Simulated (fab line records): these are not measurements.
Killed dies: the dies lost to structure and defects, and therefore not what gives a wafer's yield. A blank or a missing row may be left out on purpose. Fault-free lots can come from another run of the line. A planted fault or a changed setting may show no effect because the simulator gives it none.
The tool behind it: which one? | flow n5Finfet | 9 lots with 27 wafers sampled at 5 steps, on a route of 1938 steps

## WHAT THE GAUGES SHOWED, per wafer
N5_FIN_SAQP_OCD_MEAS_76. Usual: trenchDepthNm reads 119.3 nm (standard deviation 1.7).
lot  | measured    | on     | trenchDepthNm (nm) | flag
L542 | day 2 02:50 | ocd-01 | 118.2 120.9 120.0  | 
L543 | day 2 09:17 | ocd-02 | 122.0 122.7 119.2  | 
L544 | day 2 15:10 | ocd-01 | 119.5 123.6 118.4  | 
L547 | day 3 11:43 | ocd-02 | 121.9 118.7 117.9  | 
L549 | day 3 22:11 | ocd-02 | 118.4 119.1 120.1  | 
L553 | day 4 22:26 | ocd-02 | 121.1 119.2 119.4  | 
L554 | day 5 04:27 | ocd-02 | 119.5 118.8 119.6  | 
L561 | day 7 00:06 | ocd-01 | 118.6 118.0 116.5  | 
L565 | day 7 19:53 | ocd-02 | 122.5 122.2 120.8  | 

N5_BEOL_M4_RC_MEAS_101. Usual: DIBL_N 35.9 mV/V, standard deviation 1.4; DIBL_P 35.9 mV/V, standard deviation 1.7; IOFF_N 0.160 nA/um, standard deviation 0.026; IOFF_P 0.21 nA/um, standard deviation 0.036; ION_N 672 uA/um, standard deviation 11; ION_P 461 uA/um, standard deviation 8.1; SS_N 71.4 mV/dec, standard deviation 0.54; SS_P 73.2 mV/dec, standard deviation 0.67; VT_N 249.3 mV, standard deviation 2.7; VT_P -250 mV, standard deviation 3.9.
lot  | measured     | on        | DIBL_N (mV/V)  | DIBL_P (mV/V)  | IOFF_N (nA/um)    | IOFF_P (nA/um) | ION_N (uA/um) | ION_P (uA/um) | SS_N (mV/dec)  | SS_P (mV/dec)  | VT_N (mV)         | VT_P (mV)      | flag
L542 | day 7 17:38  | prober-01 | 35.5 34.1 34.8 | 35.6 33.7 34.4 | 0.172 0.148 0.159 | 0.26 0.23 0.24 | 685 678 681   | 473 478 474   | 71.3 71.3 71.0 | 73.5 73.0 72.9 | 250.0 248.9 248.9 | -243 -246 -244 | 
L543 | day 8 04:54  | prober-01 | 34.3 38.8 36.5 | 33.6 39.7 35.2 | 0.129 0.233 0.155 | 0.19 0.29 0.22 | 660 687 672   | 462 468 457   | 71.6 72.8 72.1 | 72.8 74.8 73.3 | 250.5 243.2 251.0 | -248 -244 -247 | 
L544 | day 9 00:26  | prober-01 | 34.8 36.4 32.5 | 34.6 37.3 32.9 | 0.127 0.172 0.114 | 0.20 0.26 0.19 | 660 683 669   | 460 474 470   | 71.4 71.5 70.7 | 71.7 73.3 72.3 | 253.8 250.2 250.5 | -248 -246 -247 | 
L547 | day 9 14:31  | prober-01 | 37.4 37.1 35.0 | 35.6 36.0 33.4 | 0.178 0.178 0.136 | 0.20 0.21 0.16 | 674 686 664   | 456 458 448   | 71.8 71.6 71.7 | 73.3 73.6 72.4 | 247.8 249.2 253.0 | -255 -253 -255 | 
L549 | day 9 16:41  | prober-01 | 36.4 36.4 35.4 | 34.8 35.9 34.2 | 0.153 0.160 0.147 | 0.20 0.23 0.20 | 671 677 670   | 464 474 465   | 71.4 71.3 70.6 | 73.4 73.2 72.6 | 250.6 248.7 249.6 | -250 -247 -246 | 
L553 | day 10 16:13 | prober-01 | 35.7 32.5 36.7 | 36.3 31.9 37.0 | 0.153 0.104 0.161 | 0.19 0.14 0.20 | 676 658 663   | 455 448 452   | 70.7 70.6 71.4 | 74.0 72.7 74.8 | 248.6 258.3 250.6 | -255 -257 -255 | 
L554 | day 11 10:02 | prober-02 | 38.3 35.8 36.1 | 39.4 36.3 36.8 | 0.204 0.158 0.169 | 0.25 0.20 0.21 | 676 686 687   | 464 466 463   | 72.0 71.6 71.7 | 73.9 72.9 72.5 | 243.8 248.7 245.5 | -250 -250 -251 | 
L561 | day 13 00:23 | prober-01 | 35.5 37.5 35.4 | 35.9 38.4 35.7 | 0.162 0.193 0.156 | 0.25 0.28 0.24 | 663 680 667   | 465 472 462   | 72.1 72.4 71.2 | 72.7 74.2 72.8 | 249.5 248.3 249.9 | -243 -244 -248 | 
L565 | day 14 04:16 | prober-02 | 36.1 35.0 38.2 | 36.2 35.4 39.4 | 0.149 0.136 0.190 | 0.18 0.17 0.24 | 665 678 675   | 456 459 462   | 71.0 70.9 71.5 | 72.9 73.7 74.2 | 252.6 253.1 249.5 | -253 -255 -248 | 

## EACH LOT AND THE TOOL THAT RAN IT (in order: tool; ch and the chambers of the sampled wafers; start)
lot  | N5_FIN_CUT_ETCH_21               | N5_FIN_CUT_CUT_ETCH_27           | N5_FIN_CUT_PRECLEAN_35
L542 | rieDiel-03 ch 1,3, day 2 03:26   | rieDiel-03 ch 1,3, day 2 03:50   | vaporEtch-02 ch 0,1, day 2 03:54
L543 | rieDiel-04 ch 0,1, day 2 09:58   | rieDiel-04 ch 0,1, day 2 10:21   | vaporEtch-02 ch 0,1, day 2 10:25
L544 | rieDiel-02 ch 1,3, day 2 15:50   | rieDiel-02 ch 1,3, day 2 16:14   | vaporEtch-02 ch 0,1, day 2 16:18
L547 | rieDiel-04 ch 0,1,2, day 3 12:17 | rieDiel-04 ch 0,1,2, day 3 12:41 | vaporEtch-01 ch 0,1, day 3 12:45
L549 | rieDiel-02 ch 1,2, day 3 22:52   | rieDiel-02 ch 1,2, day 3 23:15   | vaporEtch-01 ch 0,1, day 3 23:19
L553 | rieDiel-04 ch 0,1,3, day 4 23:07 | rieDiel-04 ch 0,1,3, day 4 23:30 | vaporEtch-01 ch 0,1, day 4 23:34
L554 | rieDiel-04 ch 1,2,3, day 5 05:07 | rieDiel-04 ch 1,2,3, day 5 05:31 | vaporEtch-02 ch 0,1, day 5 05:35
L561 | rieDiel-04 ch 0,1,2, day 7 00:47 | rieDiel-04 ch 0,1,2, day 7 01:11 | vaporEtch-01 ch 0,1, day 7 01:19
L565 | rieDiel-02 ch 0,3, day 7 20:34   | rieDiel-02 ch 0,3, day 7 20:58   | vaporEtch-02 ch 0, day 7 21:01
- N5_FIN_CUT_ETCH_21: etches SOC in N2/H2, target depth 219 nm, overetch 43.8 nm, time 523.5 s.
- N5_FIN_CUT_CUT_ETCH_27: etches SiO2 in CHF3/O2, target depth 4 nm, overetch 2 nm, time 4.9 s.
- N5_FIN_CUT_PRECLEAN_35: cleans in vHF, time 13.3 s.

## WHAT THE TOOLS THEMSELVES READ (means of the sampled wafers that have a number; where no wafer has one, the mark that the record gives instead)
N5_FIN_CUT_ETCH_21. Usual: drypumpMotorCurrentA 5.8 A, standard deviation 0.54; h2FlowSccm 200.0 sccm, standard deviation 0.57; oesProductAu 0.74 a.u., standard deviation 0.079; rfVppV 241.3 V, standard deviation 1.3; showerheadPlenumPTorr 2.59 Torr, standard deviation 0.08; throttleValvePct 17.75 %, standard deviation 0.25.
lot  | tool       | drypumpMotorCurrentA (A) | h2FlowSccm (sccm) | oesProductAu (a.u.) | rfVppV (V) | showerheadPlenumPTorr (Torr) | throttleValvePct (%) | flag
L542 | rieDiel-03 | 5.8                      | 199.7             | 0.67                | 239.1      | 2.41                         | 17.82                | 
L543 | rieDiel-04 | 6.1                      | 199.5             | 0.71                | 241.6      | 2.62                         | 17.61                | 
L544 | rieDiel-02 | 5.8                      | 200.9             | 0.78                | 240.5      | 2.54                         | 17.61                | 
L547 | rieDiel-04 | 5.9                      | 200.1             | 0.70                | 241.5      | 2.61                         | 17.78                | 
L549 | rieDiel-02 | 6.2                      | 200.3             | 0.71                | 241.6      | 2.61                         | 17.70                | 
L553 | rieDiel-04 | 5.9                      | 199.7             | 0.69                | 241.3      | 2.60                         | 17.72                | 
L554 | rieDiel-04 | 5.9                      | 199.6             | 0.68                | 241.2      | 2.64                         | 17.72                | 
L561 | rieDiel-04 | 5.9                      | 193.4             | 0.69                | 241.2      | 2.57                         | 17.64                | OFF
L565 | rieDiel-02 | 6.1                      | 200.4             | 0.78                | 242.7      | 2.65                         | 17.82                | 

N5_FIN_CUT_CUT_ETCH_27. Usual: drypumpMotorCurrentA 5.8 A, standard deviation 0.54; oes_o_777_au 0.79 a.u., standard deviation 0.084; oesProductAu 0.63 a.u., standard deviation 0.068; rfVppV 526 V, standard deviation 10; showerheadPlenumPTorr 2.45 Torr, standard deviation 0.068; throttleValvePct 18.8 %, standard deviation 0.32.
lot  | tool       | drypumpMotorCurrentA (A) | oes_o_777_au (a.u.) | oesProductAu (a.u.) | rfVppV (V) | showerheadPlenumPTorr (Torr) | throttleValvePct (%) | flag
L542 | rieDiel-03 | 5.7                      | 0.74                | 0.57                | 500        | 2.29                         | 18.9                 | 
L543 | rieDiel-04 | 6.1                      | 0.75                | 0.61                | 535        | 2.48                         | 18.7                 | 
L544 | rieDiel-02 | 5.8                      | 0.82                | 0.66                | 522        | 2.40                         | 18.6                 | 
L547 | rieDiel-04 | 5.9                      | 0.76                | 0.61                | 534        | 2.49                         | 18.9                 | 
L549 | rieDiel-02 | 6.2                      | 0.75                | 0.61                | 532        | 2.46                         | 18.6                 | 
L553 | rieDiel-04 | 5.9                      | 0.74                | 0.58                | 530        | 2.46                         | 18.7                 | 
L554 | rieDiel-04 | 5.9                      | 0.74                | 0.59                | 532        | 2.49                         | 18.7                 | 
L561 | rieDiel-04 | 5.9                      | 0.73                | 0.59                | 535        | 2.48                         | 19.0                 | 
L565 | rieDiel-02 | 6.1                      | 0.84                | 0.67                | 530        | 2.51                         | 18.9                 | 

N5_FIN_CUT_PRECLEAN_35. Usual: drypumpMotorCurrentA reads 5.9 A (standard deviation 0.35).
lot  | tool         | drypumpMotorCurrentA (A) | flag
L542 | vaporEtch-02 | 6.2                      | 
L543 | vaporEtch-02 | 6.2                      | 
L544 | vaporEtch-02 | 6.2                      | 
L547 | vaporEtch-01 | 5.5                      | 
L549 | vaporEtch-01 | 5.5                      | 
L553 | vaporEtch-01 | 5.5                      | 
L554 | vaporEtch-02 | 6.2                      | 
L561 | vaporEtch-01 | 5.5                      | 
L565 | vaporEtch-02 | 6.3                      | 

## THE ANSWER, worked out from the rows above alone
Rule: a lot counts as off when the mean over its wafers that have a number is more than 3 standard deviations away from the usual mean. A lot without any number at a reading at which 4 lots or more have one is off too. Where the step has rows for the other lots, those lots are counted as sound. After the gauges, taken in route order, come the tools' own readings; for these a lot's mean is taken, as printed above. At the first step where some lot is off, the reading lying furthest off is the one used; lots without a number count as furthest.
Off, at N5_FIN_CUT_ETCH_21 on h2FlowSccm: L561.
If a tool, at that step or one of the process steps before it, ran each lot that is off and ran no sound lot following the first of them, it fits. One fits: N5_FIN_CUT_ETCH_21 on rieDiel-04. A fault onset in the window from L554 (day 5 05:07, its last sound lot) to L561 (day 7 00:47, its first lot off) fits.
On the lots that are off, the tool's own readings at N5_FIN_CUT_ETCH_21 differ by more than 5 times the standard deviation of the sound lots' means, which bears it out; h2FlowSccm reads 193.4 sccm there versus 200.0 sccm on the sound lots.

## WHAT THE SIMULATOR HAD INSERTED
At N5_FIN_CUT_ETCH_21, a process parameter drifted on rieDiel-04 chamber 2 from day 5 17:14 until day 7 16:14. Setting h2FlowSccm shifted by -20 from 200. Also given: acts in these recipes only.
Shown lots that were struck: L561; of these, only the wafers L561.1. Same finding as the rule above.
